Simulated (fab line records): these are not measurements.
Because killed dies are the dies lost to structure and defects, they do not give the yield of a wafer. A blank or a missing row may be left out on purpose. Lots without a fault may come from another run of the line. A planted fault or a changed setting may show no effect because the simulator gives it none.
fab line records	flow nand_harc
record lots=5	wafers=15	last_day=27
route steps=1159 shown P_GATE@170 END@1159
lots that met no fault: taken from a fault-free run of the same line
start_h: hours from the record's opening day to when the first of the lot's shown wafers began	wait_h: time in hours since the lot's previous step	" same as the row above	L1.1+2: several wafers, shown together as one row	- no value, or no start given	* or withheld: withheld	< > ~ a bound
route shown NAME@n: NAME is a module with steps in the file, n the number in the route of the first one	usual: average and standard deviation across the fault-free wafers	same: alike in all rows	chamber/n: place in a boat	sites: per-site readings	_std_site: the values' standard deviation	_edge_site: mean of outer sites minus mean of inner sites	radius_mm: how far each site lies from the wafer's centre	mask NAME#n: copy n	behind: the most recent tool/chamber to have shaped the wafer	hold: what put the lot on hold/how long, in hours/how the hold closed	device: the transistor (n, p or np) that didn't switch	end of line: the same wafers' tests at the end of the route	where a step has no rows: the recipe by itself	killed: dies lost to structure and defects at the first sort, not the wafer's yield	map: per-die view of a wafer (x killed, . not killed, _ where there is no die)
set.NAME: the setting as run; set.NAME@STEP: as run at that earlier step	model.NAME: the simulator's own value behind a step, which no gauge read
lots seen at some steps along the route; tables by step, rows by wafer
services: when a tool's chamber went out of use (start_h, in hours from the record's first day, below 0 if earlier), for how many hours, and the reason
## steps
# step NHARC_P_GATE_CD_MEAS_46
# recipe target_cd_nm=720	landing_energy_ev=500
# usual cd_nm=719.6/1.2
lot.wafer	tool	chamber	start_h	wait_h	cd_nm
L471.3	cd_sem-02	0	142.15	-	717.3
L471.5	"	0	"	"	720.1
L471.6	"	0	"	"	718.6
L476.1	cd_sem-03	0	181.09	-	721.1
L476.2	"	0	"	"	719.8
L476.3	"	0	"	"	718.3
L485.2	cd_sem-02	0	220.73	-	718.9
L485.3	"	0	"	"	717.0
L485.4	"	0	"	"	717.1
L486.3	cd_sem-01	0	229.51	-	719.4
L486.4	"	0	"	"	719.8
L486.5	"	0	"	"	716.9
L488.1	cd_sem-03	0	248.67	-	719.3
L488.2	"	0	"	"	719.0
L488.5	"	0	"	"	718.2
# step NHARC_P_GATE_HARDBAKE_47
# recipe temp_c=125	time_s=80
# step NHARC_P_GATE_DESCUM_48
# recipe time_s=3	o2_flow_sccm=200	ar_flow_sccm=0	bias_power_w=0	chemistry=O2
# usual chamber_pressure_mTorr=60.00/0.056	drypump_motor_current_A=5.6/0.34	oes_product_au=1.000/0.0078	rf_vpp_V=57.6/0.87	showerhead_plenum_p_Torr=1.88/0.058	throttle_valve_pct=11.311/0.0092
lot.wafer	tool	chamber	start_h	wait_h	chamber_pressure_mTorr	drypump_motor_current_A	oes_product_au	rf_hours_counter_h	rf_vpp_V	showerhead_plenum_p_Torr	throttle_valve_pct
L471.3	rie_diel-04	0	142.30	-	60.01	5.6	1.007	5	57.2	1.80	11.316
L471.6	"	0	"	"	60.00	5.5	0.997	-	57.6	1.80	11.321
L471.5	"	3	"	"	60.04	4.9	0.995	-	58.2	1.93	11.303
L476.3	rie_diel-11	0	181.25	-	59.96	5.5	1.008	56	58.1	1.81	11.309
L476.1	"	1	"	"	60.09	5.7	0.995	59	57.8	1.95	11.320
L476.2	"	3	"	"	60.08	5.7	1.009	56	55.9	1.88	11.312
L485.3	rie_diel-04	0	220.89	-	59.96	5.6	0.993	20	56.0	1.80	11.316
L485.4	"	1	"	"	60.01	5.8	0.997	17	56.8	1.91	11.306
L485.2	"	2	"	"	60.08	5.6	1.013	18	58.8	1.89	11.316
L486.3	rie_diel-04	1	229.68	-	59.96	5.9	0.995	18	58.1	1.91	11.317
L486.4	"	2	"	"	60.05	5.6	1.013	19	58.3	1.89	11.318
L486.5	"	1	"	"	60.07	5.9	0.995	-	58.3	1.91	11.319
L488.1	rie_diel-11	2	248.83	-	59.95	5.8	1.017	16	59.0	1.88	11.318
L488.2	"	0	"	"	60.02	5.5	1.008	16	57.3	1.80	11.326
L488.5	"	2	"	"	60.08	5.8	0.999	-	56.5	1.88	11.299
# step NHARC_P_GATE_IMPLANT_49
# recipe energy_kev=30	dose_cm2=3e+15	tilt_deg=7
# step NHARC_P_GATE_STRIP_111
# recipe power_w=1500	temp_c=110	time_s=250	chemistry=N2/H2
# usual drypump_motor_current_A=5.8/0.41	heater_power_w=91/6.6
lot.wafer	tool	chamber	start_h	wait_h	drypump_motor_current_A	heater_power_w	rf_hours_counter_h
L471.3	plasma_asher-02	0	142.79	0.2	5.2	101	-
L471.6	"	0	"	"	5.3	100	-
L471.5	"	1	"	"	6.5	97	-
L476.1	plasma_asher-01	0	181.64	0.2	5.7	87	22
L476.2	"	1	"	"	5.6	87	22
L476.3	"	0	"	"	5.7	87	-
L485.2	plasma_asher-02	0	221.28	0.2	5.2	102	10
L485.4	"	0	"	"	5.2	103	-
L485.3	"	1	"	"	6.5	97	-
L486.4	plasma_asher-01	1	230.16	0.2	5.7	85	-
L486.3	"	0	"	"	5.7	87	-
L486.5	"	0	"	"	5.7	88	-
L488.1	plasma_asher-01	0	249.22	0.2	5.7	88	47
L488.2	"	1	"	"	5.6	86	47
L488.5	"	1	"	"	5.7	88	-
# step NHARC_P_GATE_STRIP_75
# recipe power_w=1500	temp_c=250	chemistry=O2
# usual drypump_motor_current_A=5.7/0.41	heater_power_w=342/23
lot.wafer	tool	chamber	start_h	wait_h	drypump_motor_current_A	heater_power_w	rf_hours_counter_h
L471.3	plasma_asher-02	0	143.02	0.2	5.2	385	-
L471.6	"	0	"	"	5.2	378	-
L471.5	"	1	"	"	6.5	362	-
L476.1	plasma_asher-01	0	181.95	0.3	5.8	324	23
L476.2	"	1	"	"	5.6	328	23
L476.3	"	0	"	"	5.7	325	-
L485.2	plasma_asher-02	0	221.58	0.2	5.2	381	10
L485.4	"	0	"	"	5.2	379	-
L485.3	"	1	"	"	6.5	373	-
L486.4	plasma_asher-01	1	230.39	0.2	5.6	326	-
L486.3	"	0	"	"	5.7	326	-
L486.5	"	0	"	"	5.7	317	-
L488.1	plasma_asher-01	0	249.52	0.3	5.7	326	47
L488.2	"	1	"	"	5.6	327	47
L488.5	"	1	"	"	5.6	323	-
# step NHARC_P_GATE_STRIP_50
# recipe time_s=900	temp_c=130	chemistry=SPM
# step NHARC_P_GATE_DEHYDRATE_51
# recipe temp_c=150	time_s=120
# step NHARC_P_GATE_HMDS_52
# recipe time_s=30
# step NHARC_P_GATE_COAT_53
# recipe spin_rpm=3000
# step NHARC_P_GATE_SOFTBAKE_54
# recipe temp_c=122	time_s=95
# step NHARC_P_GATE_EBR_55
# step NHARC_P_GATE_EXPOSE_56
# recipe na=0.6	target_cd_nm=720	dose_mj=14.81	mask_id=P_PSD
lot.wafer	tool	chamber	start_h	wait_h	mask
L471.3+5+6	krf_scanner-02	0	143.65	-	P_PSD#0
L476.1+2+3	krf_scanner-04	0	182.73	-	P_HVN#0
L485.2+3+4	krf_scanner-04	0	222.23	-	P_PSD#0
L486.3+4+5	krf_scanner-03	0	231.15	-	P_PSD#0
L488.1+2+5	krf_scanner-04	0	250.31	-	P_PSD#0
# step NHARC_P_GATE_PEB_57
# recipe peb_temp_c=118	peb_time_s=85
# step NHARC_P_GATE_DEVELOP_58
# recipe time_s=70
# step NHARC_P_GATE_CD_MEAS_59
# recipe target_cd_nm=720	landing_energy_ev=500
# usual cd_nm=720.0/1.2
lot.wafer	tool	chamber	start_h	wait_h	cd_nm
L471.3	cd_sem-01	0	143.80	-	719.0
L471.5	"	0	"	"	717.8
L471.6	"	0	"	"	717.2
L476.1	cd_sem-03	0	182.89	-	-
L476.2	"	0	"	"	-
L476.3	"	0	"	"	-
L485.2	cd_sem-02	0	222.38	-	719.4
L485.3	"	0	"	"	716.7
L485.4	"	0	"	"	718.9
L486.3	cd_sem-03	0	231.30	-	717.8
L486.4	"	0	"	"	720.2
L486.5	"	0	"	"	719.4
L488.1	cd_sem-03	0	250.48	-	718.2
L488.2	"	0	"	"	720.9
L488.5	"	0	"	"	718.5
# step NHARC_P_GATE_HARDBAKE_60
# recipe temp_c=125	time_s=80
# step NHARC_END_SORT_01
# recipe temp_c=25
# usual killed_at_array=28/11	killed_at_other=0.9/1.2	killed_at_periphery=2.6/2.1	killed_dies=31/11	killed_open=3.1/1.7	killed_short=1.9/1.3
# same gross_dies=677
lot.wafer	tool	chamber	start_h	wait_h	killed_at_array	killed_at_other	killed_at_periphery	killed_dies	killed_open	killed_short
L476.1	prober-01	0	572.49	2.5	40	0	637	677	1	3
L476.2	prober-01	0	573.29	2.8	32	0	645	677	2	5
L476.3	prober-01	0	574.09	3.1	32	0	645	677	5	2
# killed by level:class
L476.1 P_GATE:area_expose=637 A_CHANNEL_HOLE_D1:chamber_film_flake=20 A_SLIT:chamber_film_flake=13 A_CHANNEL_HOLE_D1:geometric_particle:short=1 A_STAIRCASE:geometric_particle:open=1 A_SGD_CUT:geometric_particle:short=1 A_CONTACT:geometric_particle:short=1 A_STAIRCASE:chamber_film_flake=1
L476.2 P_GATE:area_expose=640 A_CHANNEL_HOLE_D1:chamber_film_flake=19 A_SLIT:chamber_film_flake=9 P_M0:geometric_particle:short=3 P_M2:geometric_particle:open=1 A_ONON_D1:geometric_particle:short=1 A_SGD_CUT:geometric_particle:short=1 A_CONTACT:geometric_particle:open=1
L476.3 P_GATE:area_expose=642 A_CHANNEL_HOLE_D1:chamber_film_flake=13 A_SLIT:chamber_film_flake=12 A_CHANNEL_FILL_D1:chamber_film_flake=2 P_GATE:geometric_particle:open=1 P_CONTACT:geometric_particle:open=1 P_M2:geometric_particle:open=1 A_SOURCE_PLATE:geometric_particle:open=1
# map L476.1 (x killed, . not)
____________x____________
_________xxxxxxx_________
_______xxxxxxxxxxx_______
______xxxxxxxxxxxxx______
_____xxxxxxxxxxxxxxx_____
____xxxxxxxxxxxxxxxxx____
____xxxxxxxxxxxxxxxxx____
___xxxxxxxxxxxxxxxxxxx___
___xxxxxxxxxxxxxxxxxxx___
__xxxxxxxxxxxxxxxxxxxxx__
__xxxxxxxxxxxxxxxxxxxxx__
_xxxxxxxxxxxxxxxxxxxxxxx_
_xxxxxxxxxxxxxxxxxxxxxxx_
_xxxxxxxxxxxxxxxxxxxxxxx_
_xxxxxxxxxxxxxxxxxxxxxxx_
_xxxxxxxxxxxxxxxxxxxxxxx_
xxxxxxxxxxxxxxxxxxxxxxxxx
xxxxxxxxxxxxxxxxxxxxxxxxx
xxxxxxxxxxxxxxxxxxxxxxxxx
xxxxxxxxxxxxxxxxxxxxxxxxx
xxxxxxxxxxxxxxxxxxxxxxxxx
_xxxxxxxxxxxxxxxxxxxxxxx_
_xxxxxxxxxxxxxxxxxxxxxxx_
_xxxxxxxxxxxxxxxxxxxxxxx_
_xxxxxxxxxxxxxxxxxxxxxxx_
_xxxxxxxxxxxxxxxxxxxxxxx_
__xxxxxxxxxxxxxxxxxxxxx__
__xxxxxxxxxxxxxxxxxxxxx__
___xxxxxxxxxxxxxxxxxxx___
___xxxxxxxxxxxxxxxxxxx___
____xxxxxxxxxxxxxxxxx____
____xxxxxxxxxxxxxxxxx____
_____xxxxxxxxxxxxxxx_____
______xxxxxxxxxxxxx______
_______xxxxxxxxxxx_______
_________xxxxxxx_________
____________x____________
# map L488.2 (x killed, . not)
____________.____________
_________......._________
_______x.........._______
______.............______
_____.x............._____
____.................____
____...x.............____
___..............x....___
___..x.x.x............___
__.....................__
__.....................__
_......................._
_......................._
_......................._
_......................._
_......................._
.........................
.........................
.........x...............
.........................
.........................
_................x......_
_..........x.x......x..._
_............x.........._
_..............x........_
_..........x..xx........_
__.........xxx.xx......__
__.........x.xxx.......__
___x.......x.x.x......___
___...x.....x.........___
____x........x.......____
____.................____
_____........x......_____
______x............______
_______..........._______
_________......._________
____________.____________
## services
tool	chamber	start_h	hours	kind
krf_scanner-03	-	119.74	2.0	repair
rie_diel-04	0	120.98	-	clean
rie_diel-04	1	120.98	-	clean
rie_diel-04	2	120.98	-	clean
rie_diel-04	3	120.98	-	clean
krf_scanner-04	-	126.00	4.0	pm
krf_scanner-03	-	131.98	5.0	repair
rie_diel-11	0	136.05	3.2	repair
rie_diel-04	1	137.93	4.7	repair
krf_scanner-03	-	168.00	4.0	pm
plasma_asher-02	-	183.12	9.0	pm
plasma_asher-02	0	183.12	9.0	vent_cycle
plasma_asher-02	1	183.12	9.0	vent_cycle
krf_scanner-02	-	184.03	2.4	repair
rie_diel-11	-	189.65	9.0	pm
rie_diel-04	-	191.45	2.7	repair
plasma_asher-02	0	192.12	-	clean
plasma_asher-02	1	192.12	-	clean
krf_scanner-04	-	205.13	0.8	repair
krf_scanner-03	-	206.08	0.6	repair
krf_scanner-02	-	210.00	4.0	pm
rie_diel-04	2	233.99	2.6	repair
krf_scanner-03	-	236.56	0.7	repair
rie_diel-11	1	241.89	9.1	repair
## key
first_sign step=NHARC_P_GATE_EXPOSE_56	reading=mask	direction=changed
effect step=NHARC_P_GATE_CD_MEAS_59	reading=cd_nm	direction=missing
effect step=NHARC_END_SORT_01	reading=killed_at_periphery	direction=up	sigmas=99+	usual=2.6	struck=642.3
more_kills_born_at NHARC_P_GATE_EXPOSE_56@krf_scanner-04=1919
met_at NHARC_P_GATE_EXPOSE_56
struck_wafers L476.1,L476.2,L476.3
later_rows_left_out L476.1,L476.2,L476.3
tester_left_out L476
fault kind=wrong_mask	tool=any	chamber=-	onset_h=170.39	steps=NHARC_P_GATE_EXPOSE_56	aux_copy=P_HVN#0	scope=struck_lots_only
# tester_left_out: of these lots the tester's yield and bins aren't shown, on N5 and GAA mostly nor the transistor test; their killed dies are dies lost to structure and defects alone, not to doping, threshold or leakage, so they don't give the yield
# later_rows_left_out: the simulator's readings of these wafers behind a module that went badly wrong aren't trusted and aren't shown, but for the sort
